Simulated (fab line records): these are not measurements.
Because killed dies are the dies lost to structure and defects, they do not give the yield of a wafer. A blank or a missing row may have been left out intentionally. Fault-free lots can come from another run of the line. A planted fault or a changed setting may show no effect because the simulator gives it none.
fab line records	flow n5_finfet
record lots=10	wafers=30	last_day=16
route steps=1938 shown BEOL_M2@889 BEOL_M4@1111
lots that met no fault: taken from a fault-free run of the same line
start_h: hours from the record's first day to the start of the lot's first wafer shown	wait_h: time in hours since the lot's previous step	" as in the row above	L1.1+2: a row that stands for several wafers	- no value present, or no start provided	* or withheld: withheld	< > ~ a bound
route shown NAME@n: names a module that has steps shown in the file, with the first one's number in the route	usual: average and standard deviation across the fault-free wafers	same: alike in all rows	chamber/n: place in a boat	sites: the reading at each site	_std_site: how widely they spread, as a standard deviation	_edge_site: outer sites' mean less inner sites'	radius_mm: how far each site lies from the wafer's centre	mask NAME#n: copy n	behind: the most recent tool/chamber to have shaped the wafer	hold: why the lot went on hold/how many hours it stayed there/how the hold came to an end	device: the transistor (n, p or np) that didn't switch	end of line: tests of these same wafers at the route's end	a step given without rows: its recipe and nothing more	killed: the dies lost at the first sort to structure and to defects; this is not the yield of the wafer	map: per-die view of a wafer (x killed, . not killed, _ where there is no die)
set.NAME: setting as actually run; set.NAME@STEP: the setting as run at that earlier step	model.NAME: the simulator's own value behind a step, which no gauge read
one table for each step of the route and one row for each wafer, over a sample of lots
services: the hour from which a tool's chamber was out of use, counted from the record's first day as start_h (under 0 if before that day), plus the number of hours and why
## steps
# step N5_BEOL_M2_STRIP_36
# recipe chemistry=N2/H2	power_w=450	temp_c=40	pressure_mtorr=20	rf_frequency_hz=6e+07	overash_fraction=0.3	bias_power_w=7	h2_frac=0.5	n2_flow_sccm=200	h2_flow_sccm=200
# usual drypump_motor_current_A=5.6/0.36	oes_product_au=0.80/0.078	rf_vpp_V=59.4/1.4	showerhead_plenum_p_Torr=2.58/0.071	throttle_valve_pct=23.61/0.22
lot.wafer	tool	chamber	start_h	wait_h	drypump_motor_current_A	oes_product_au	rf_hours_counter_h	rf_vpp_V	showerhead_plenum_p_Torr	throttle_valve_pct
L882.2	rie_diel-02	0	135.89	0.0	5.7	0.70	207	59.0	2.63	24.15
L882.3	"	3	"	"	5.1	0.74	159	57.8	2.64	23.38
L882.4	"	1	"	"	4.7	0.83	84	60.9	2.57	23.78
L883.4	rie_diel-04	0	148.10	0.0	5.7	0.72	-	59.4	2.51	23.48
L883.5	"	2	"	"	5.5	0.86	-	56.4	2.58	23.69
L883.6	"	1	"	"	5.4	0.93	-	57.7	2.49	23.76
L885.4	rie_diel-01	3	156.39	0.0	5.7	0.89	33	59.9	2.48	23.38
L885.5	"	1	"	"	5.9	0.69	-	57.2	2.62	23.76
L885.6	"	0	"	"	5.3	0.88	-	60.1	2.68	23.44
L886.1	rie_diel-02	2	177.40	0.0	5.5	0.73	180	57.6	2.52	23.47
L886.3	"	3	"	"	5.1	0.73	173	58.8	2.63	23.40
L886.4	"	1	"	"	4.7	0.83	93	57.9	2.56	23.78
L890.2	rie_diel-02	2	199.10	0.0	5.5	0.72	188	59.3	2.52	23.47
L890.4	"	1	"	"	4.6	0.82	-	60.1	2.56	23.78
L890.5	"	0	"	"	5.7	0.69	-	59.6	2.62	24.19
L889.3	rie_diel-01	3	200.14	0.0	5.7	0.87	49	59.2	2.48	23.36
L889.5	"	1	"	"	5.9	0.68	-	58.8	2.61	23.78
L889.6	"	2	"	"	6.1	0.87	-	59.7	2.68	23.39
L895.2	rie_diel-04	1	238.40	0.0	5.4	0.88	47	59.2	2.48	23.79
L895.4	"	2	"	"	5.4	0.84	86	60.0	2.57	23.73
L895.5	"	0	"	"	5.8	0.71	-	58.7	2.49	23.52
L896.2	rie_diel-01	0	238.46	0.0	5.3	0.85	79	59.3	2.67	23.45
L896.3	"	2	"	"	6.1	0.84	72	59.4	2.67	23.39
L896.5	"	1	"	"	5.9	0.68	-	63.4	2.60	23.79
L900.2	rie_diel-02	1	249.91	0.0	4.7	0.81	117	60.4	2.55	23.82
L900.5	"	1	"	"	4.7	0.81	-	60.1	2.55	23.81
L900.6	"	2	"	"	5.5	0.71	-	59.7	2.51	23.46
L901.1	rie_diel-01	3	257.71	0.0	5.7	0.85	63	59.1	2.47	23.39
L901.3	"	1	"	"	5.9	0.67	243	59.0	2.60	23.83
L901.6	"	1	"	"	5.9	0.67	-	56.8	2.60	23.77
# step N5_BEOL_M2_CD_MEAS_35
# recipe target_cd_nm=18	target_cd_y_nm=22.2	polarity=opening
# usual cd_nm=18.02/0.28
lot.wafer	tool	chamber	start_h	wait_h	cd_nm
L882.2	cd_sem-01	-	136.23	0.0	18.18
L882.3	"	-	"	"	18.35
L882.4	"	-	"	"	18.36
L883.4	cd_sem-01	-	148.43	0.0	18.11
L883.5	"	-	"	"	18.33
L883.6	"	-	"	"	18.37
L885.4	cd_sem-01	-	156.75	0.0	17.83
L885.5	"	-	"	"	17.77
L885.6	"	-	"	"	17.83
L886.1	cd_sem-03	-	177.74	0.0	17.92
L886.3	"	-	"	"	18.51
L886.4	"	-	"	"	17.92
L890.2	cd_sem-03	-	199.45	0.0	17.69
L890.4	"	-	"	"	18.08
L890.5	"	-	"	"	17.90
L889.3	cd_sem-01	-	200.61	0.0	18.21
L889.5	"	-	"	"	18.04
L889.6	"	-	"	"	18.27
L895.2	cd_sem-03	-	238.75	0.0	18.37
L895.4	"	-	"	"	17.90
L895.5	"	-	"	"	18.30
L896.2	cd_sem-02	-	238.81	0.0	18.11
L896.3	"	-	"	"	18.35
L896.5	"	-	"	"	17.62
L900.2	cd_sem-01	-	250.26	0.0	17.55
L900.5	"	-	"	"	17.99
L900.6	"	-	"	"	17.83
L901.1	cd_sem-02	-	258.06	0.0	18.37
L901.3	"	-	"	"	17.86
L901.6	"	-	"	"	17.88
# step N5_BEOL_M2_ANNEAL_49
# recipe temp_c=400	time_s=240	ambient=vacuum
# usual heater_power_w=799/100	susceptor_temp_C=400.00/0.21
lot.wafer	tool	chamber	start_h	wait_h	heater_power_w	susceptor_temp_C
L882.2	pvd_sputter-02	-	137.90	0.0	848	400.23
L882.3	"	-	"	"	865	400.13
L882.4	"	-	"	"	598	400.19
L883.4	pvd_sputter-02	-	149.27	0.0	891	400.13
L883.5	"	-	"	"	606	399.89
L883.6	"	-	"	"	870	400.36
L885.4	pvd_sputter-02	-	158.01	0.1	856	400.15
L885.5	"	-	"	"	820	399.84
L885.6	"	-	"	"	854	399.93
L886.1	pvd_sputter-03	-	178.61	0.0	859	399.93
L886.3	"	-	"	"	921	399.90
L886.4	"	-	"	"	823	399.78
L890.2	pvd_sputter-02	-	201.29	0.0	848	399.97
L890.4	"	-	"	"	852	399.95
L890.5	"	-	"	"	830	399.87
L889.3	pvd_sputter-03	-	202.31	0.0	866	399.54
L889.5	"	-	"	"	840	400.13
L889.6	"	-	"	"	842	399.76
L895.2	pvd_sputter-02	-	239.89	0.0	597	400.05
L895.4	"	-	"	"	832	399.80
L895.5	"	-	"	"	836	399.52
L896.2	pvd_sputter-03	-	240.05	0.0	813	400.35
L896.3	"	-	"	"	901	399.99
L896.5	"	-	"	"	789	400.17
L900.2	pvd_sputter-03	-	252.59	0.0	-	-
L900.5	"	-	"	"	-	-
L900.6	"	-	"	"	-	-
L901.1	pvd_sputter-01	-	260.28	0.0	-	-
L901.3	"	-	"	"	-	-
L901.6	"	-	"	"	-	-
# step N5_BEOL_M2_SPUTTER_86
# recipe material=Cu	target_thk_a=45	temp_c=-20	chamber_pressure_pa=0.07	power_w=withheld	time_s=8.29
# usual throttle_valve_pct=30.3/1.1
lot.wafer	tool	chamber	start_h	wait_h	throttle_valve_pct
L882.2	pvd_sputter-02	-	138.48	0.1	30.3
L882.3	"	-	"	"	31.4
L882.4	"	-	"	"	29.5
L883.4	pvd_sputter-02	-	149.85	0.1	31.4
L883.5	"	-	"	"	29.5
L883.6	"	-	"	"	31.7
L885.4	pvd_sputter-02	-	158.56	0.0	31.7
L885.5	"	-	"	"	30.1
L885.6	"	-	"	"	31.4
L886.1	pvd_sputter-03	-	179.19	0.1	29.8
L886.3	"	-	"	"	28.9
L886.4	"	-	"	"	29.5
L890.2	pvd_sputter-02	-	201.87	0.1	30.6
L890.4	"	-	"	"	31.3
L890.5	"	-	"	"	30.0
L889.3	pvd_sputter-03	-	202.89	0.1	30.0
L889.5	"	-	"	"	29.7
L889.6	"	-	"	"	30.0
L895.2	pvd_sputter-02	-	240.47	0.1	29.3
L895.4	"	-	"	"	30.2
L895.5	"	-	"	"	31.2
L896.2	pvd_sputter-03	-	240.63	0.1	32.7
L896.3	"	-	"	"	28.7
L896.5	"	-	"	"	32.4
L900.2	pvd_sputter-03	-	253.17	0.1	32.2
L900.5	"	-	"	"	29.9
L900.6	"	-	"	"	29.5
L901.1	pvd_sputter-01	-	260.86	0.1	30.5
L901.3	"	-	"	"	28.6
L901.6	"	-	"	"	28.4
# step N5_BEOL_M4_RC_MEAS_101
# usual DIBL_N=36.2/1.2	DIBL_P=36.3/1.3	IOFF_N=0.155/0.019	IOFF_P=0.210/0.029	ION_N=677/8.6	ION_P=465/6.8	SS_N=71.4/0.48	SS_P=73.2/0.53	VT_N=249.9/2.4	VT_P=-250/3.2
lot.wafer	tool	chamber	start_h	wait_h	DIBL_N[mV/V]	DIBL_P[mV/V]	IOFF_N[nA/um]	IOFF_P[nA/um]	ION_N[uA/um]	ION_P[uA/um]	SS_N[mV/dec]	SS_P[mV/dec]	VT_N[mV]	VT_P[mV]
L882.2	prober-02	0	158.43	0.2	36.5	36.8	0.157	0.199	672	464	71.7	72.9	250.5	-252
L882.3	"	0	"	"	36.3	36.4	0.153	0.198	673	459	71.1	73.6	251.6	-250
L882.4	"	0	"	"	37.5	37.9	0.178	0.220	685	469	71.9	72.6	249.3	-250
L883.4	prober-01	0	176.70	0.5	35.3	36.5	0.138	0.190	682	470	70.8	73.2	250.0	-251
L883.5	"	0	"	"	36.7	38.1	0.162	0.215	675	464	72.0	73.5	250.2	-249
L883.6	"	0	"	"	34.3	35.1	0.116	0.163	674	460	70.3	72.9	257.5	-254
L885.4	prober-01	0	188.14	0.5	34.5	35.1	0.138	0.196	682	470	70.4	73.4	250.0	-249
L885.5	"	0	"	"	34.6	34.9	0.140	0.194	670	465	70.7	72.7	251.1	-251
L885.6	"	0	"	"	34.0	34.1	0.121	0.177	664	456	70.3	72.9	253.0	-254
L886.1	prober-02	0	199.88	0.0	35.7	36.0	0.144	0.215	671	463	71.6	73.4	251.6	-249
L886.3	"	0	"	"	37.4	38.4	0.182	0.245	678	469	70.9	74.0	246.6	-247
L886.4	"	0	"	"	37.0	37.4	0.166	0.222	666	464	71.0	73.7	249.5	-248
L889.3	prober-01	0	233.15	0.3	35.4	36.0	0.149	0.187	678	464	71.4	72.9	248.8	-254
L889.5	"	0	"	"	36.3	36.8	0.161	0.198	689	469	71.6	73.5	249.3	-252
L889.6	"	0	"	"	34.9	35.4	0.133	0.178	667	464	71.3	73.0	252.8	-255
L890.2	prober-02	0	233.38	0.2	35.4	35.1	0.155	0.235	679	473	71.8	73.3	247.3	-246
L890.4	"	0	"	"	36.1	35.5	0.165	0.245	683	477	71.8	73.4	248.0	-244
L890.5	"	0	"	"	35.5	35.5	0.158	0.257	671	474	71.6	73.4	248.7	-244
L895.2	prober-01	0	268.20	0.2	37.0	35.5	0.158	0.207	678	463	71.4	73.4	250.1	-250
L895.4	"	0	"	"	35.7	34.1	0.138	0.196	683	472	71.5	72.2	250.8	-245
L895.5	"	0	"	"	39.4	38.0	0.196	0.252	681	469	71.9	73.3	247.5	-245
L896.2	prober-02	0	273.99	0.2	35.4	37.3	0.158	0.225	674	462	71.5	74.0	251.2	-249
L896.3	"	0	"	"	34.9	36.4	0.147	0.215	675	469	71.8	73.4	249.0	-249
L896.5	"	0	"	"	35.6	37.5	0.172	0.238	680	472	70.5	73.7	248.5	-246
L900.2	prober-02	0	282.73	0.2	36.5	37.6	0.155	0.216	672	464	70.9	73.4	250.2	-248
L900.5	"	0	"	"	35.7	36.6	0.142	0.194	676	464	71.5	73.3	251.9	-251
L900.6	"	0	"	"	36.0	37.3	0.145	0.219	676	463	71.8	73.5	251.1	-248
L901.1	prober-02	0	284.92	0.0	35.8	36.8	0.170	0.225	678	472	71.5	73.3	245.8	-248
L901.3	"	0	"	"	35.6	36.4	0.158	0.217	681	469	71.2	73.2	249.6	-248
L901.6	"	0	"	"	34.0	34.9	0.139	0.197	679	467	70.5	73.4	247.4	-249
## services
tool	chamber	start_h	hours	kind
rie_diel-02	0	113.52	7.3	repair
rie_diel-01	1	136.85	10.3	repair
rie_diel-02	1	137.28	9.5	repair
rie_diel-04	3	144.66	14.2	repair
pvd_sputter-01	-	146.86	5.2	repair
rie_diel-02	-	159.50	1.4	repair
rie_diel-01	0	183.85	7.7	repair
rie_diel-02	3	195.74	3.8	repair
rie_diel-04	1	207.48	14.3	repair
rie_diel-04	-	209.64	0.6	repair
rie_diel-04	0	217.81	6.3	repair
rie_diel-02	2	227.15	4.2	repair
rie_diel-01	-	238.63	15.6	pm
rie_diel-02	2	252.28	2.4	repair
rie_diel-02	0	259.23	-	clean
rie_diel-02	0	259.23	-	consumable_replace:focus_ring
rie_diel-02	0	259.23	17.7	scheduled_down
rie_diel-02	0	259.23	17.7	vent_cycle
rie_diel-01	0	259.64	4.1	repair
rie_diel-02	-	260.12	2.8	pm
## key
first_sign step=N5_BEOL_M2_ANNEAL_49	reading=tool_record	direction=missing
effect none on later readings
met_at N5_BEOL_M2_ANNEAL_49
struck_lots L900,L901
not_acting_at N5_BEOL_M2_STRIP_36,N5_BEOL_M2_CD_MEAS_35,N5_BEOL_M2_SPUTTER_86
onset_between 240.05 252.59
fault kind=skipped_step_whole	tool=pvd_sputter-01,pvd_sputter-03	chamber=-	onset_h=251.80	steps=N5_BEOL_M2_ANNEAL_49	scope=struck_lots_only
